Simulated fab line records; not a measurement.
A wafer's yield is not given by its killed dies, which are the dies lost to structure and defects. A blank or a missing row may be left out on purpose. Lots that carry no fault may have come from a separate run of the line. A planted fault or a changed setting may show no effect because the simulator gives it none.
Matching of chambers + flow n5 finfet + 4 sister chambers for N5_BEOL_M11_STRIP_36 on rie diel-02
The step strips in N2/H2. 4 wafers are shown with their chamber, then 7 later ones without.

== WAFERS WITH THEIR CHAMBER ==
| wafer  | chamber | drypump motor current A (A) |
|--------|---------|-----------------------------|
| L743.6 | 3       | 5.81                        |
| L751.5 | 1       | 6.34                        |
| L760.2 | 0       | 5.85                        |
| L760.3 | 2       | 5.46                        |

== WAFERS MISSING THEIR CHAMBER ==
| wafer  | drypump motor current A (A) |
|--------|-----------------------------|
| L760.4 | 6.32                        |
| L759.2 | 6.37                        |
| L759.3 | 5.88                        |
| L759.4 | 6.36                        |
| L761.1 | 5.81                        |
| L761.4 | 5.82                        |
| L761.5 | 5.85                        |

== CHAMBER TAKEN BY EACH ==
| wafer  | from the rows above     | in truth                   |
|--------|-------------------------|----------------------------|
| L760.4 | 1                       | 1                          |
| L759.2 | 1                       | 1                          |
| L759.3 | 0                       | 0                          |
| L759.4 | 1                       | 1                          |
| L761.1 | 3                       | 3                          |
| L761.4 | can't be placed: 3 or 0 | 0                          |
| L761.5 | 0                       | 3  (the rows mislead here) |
Correctly placed: 5 of 7. Unplaceable from these rows: 1, with the true chamber sitting among the candidates in 1. Number placed wrongly: 1.
How it was worked out, from the rows above alone: a wafer's distance from a chamber is the root of the sum, over the readings, of the square of ((its reading less the chamber's mean) divided by the reading's scatter). The wafer belongs to the nearest chamber; if the next one is less than 2 further off, it can't be placed. A chamber's mean is the mean of its shown wafers. The scatter: root of mean squared gap, hidden wafer to nearest shown wafer, with one shown wafer a chamber.
